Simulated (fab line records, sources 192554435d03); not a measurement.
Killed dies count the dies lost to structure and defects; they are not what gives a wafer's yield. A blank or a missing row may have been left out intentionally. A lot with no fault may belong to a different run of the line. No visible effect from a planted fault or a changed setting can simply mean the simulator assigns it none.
Split-lot study -- flow n5-finfet -- 21 wafers read from 7 lots, route of 1938 steps

== ABOUT THE SPLIT ==
At N5_DUMMY_GATE_COAT_28 (time 60 s, resist thk 10 nm), the setting spin-rpm was moved away from the recipe's 1500 rpm on 6 of the 21 wafers read, by -7.9% to +8.2%. All remaining wafers had this setting at the recipe value.

Reading taken at the split's own step.

== THE READING ==
underlayer_of_DUMMY_GATE_COAT_28.thk-nm (the simulator's own value, which no gauge read), in nm, at N5_DUMMY_GATE_COAT_28 (time 60 s, resist thk 10 nm). The file gives no usual value for it.

wafer,"tool, chamber at the split","spin-rpm as run, rpm",against the recipe,"underlayer_of_DUMMY_GATE_COAT_28.thk-nm, nm",against lot-mates on the recipe
L078.1,"litho-track-02, 0",1500,recipe,10,-
L078.3,"litho-track-02, 0",1394,-7.1%,10.4,+0.4
L078.6,"litho-track-02, 0",1394,-7.1%,10.4,+0.4
L079.1,"litho-track-02, 0",1623,+8.2%,9.6,-0.4
L079.3,"litho-track-02, 0",1623,+8.2%,9.6,-0.4
L079.6,"litho-track-02, 0",1500,recipe,10,-
L081.3,"litho-track-01, 0",1577,+5.1%,9.8,-0.2
L081.5,"litho-track-01, 0",1500,recipe,10,-
L081.6,"litho-track-01, 0",1500,recipe,10,-
L088.1,"litho-track-01, 0",1500,recipe,10,-
L088.3,"litho-track-01, 0",1500,recipe,10,-
L088.4,"litho-track-01, 0",1500,recipe,10,-
L090.2,"litho-track-03, 0",1500,recipe,10,-
L090.4,"litho-track-03, 0",1500,recipe,10,-
L090.5,"litho-track-03, 0",1500,recipe,10,-
L092.1,"litho-track-01, 0",1500,recipe,10,-
L092.3,"litho-track-01, 0",1500,recipe,10,-
L092.5,"litho-track-01, 0",1500,recipe,10,-
L095.1,"litho-track-03, 0",1381,-7.9%,10.4,+0.4
L095.3,"litho-track-03, 0",1500,recipe,10,-
L095.6,"litho-track-03, 0",1500,recipe,10,-

FIT RESULTS
A straight line over all 21 wafers: underlayer_of_DUMMY_GATE_COAT_28.thk-nm changes by -0.0507 nm for each +1% of spin-rpm; r = -1.00; the points scatter about the line by 0.018 nm.
The same after taking each lot's own level away (the mean of its wafers on the recipe; 21 wafers): -0.0507 nm for each +1%; r = -1.00; scatter 0.018 nm.
Per that fit: largest spin-rpm move, reading shift of 0.42 nm.
The lots' own levels span 10.00 to 10.00 nm.
The two slopes are in agreement: the lot-to-lot level therefore moves the slope only a little.
Check: with one of the wafers moved furthest among these (+8.2%) left out of the fit, the line predicts -0.41 nm for it against its lot-mates. It came out at -0.4 nm against them.

== THESE WAFERS: OTHER SPLITS ==
Before the reading, these wafers also passed through other splits. Each is held against what the fit with the lots' levels taken away leaves over:
other split on the same wafers,wafers away from the commonest value,r with underlayer_of_DUMMY_GATE_COAT_28.thk-nm (lot level and that fit taken away)
N5_ZERO_LAYER_PECVD_02 time-s,6,-0.71
N5_ZERO_LAYER_EXPOSE_08 dose-mj,6,+0.15
N5_WELL_APT_PEB_06 peb-temp-c,8,-0.27
N5_WELL_APT_DEVELOP_07 develop-time-s,6,-0.29
N5_FIN_SAQP_ETCH_65 time-s,6,+0.17
N5_FIN_CUT_EXPOSE_05 dose-mj,5,+0.07

== FILE'S OWN FIT ==
underlayer_of_DUMMY_GATE_COAT_28.thk-nm changes by -0.0499 nm for each +1% of spin-rpm, r = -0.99.
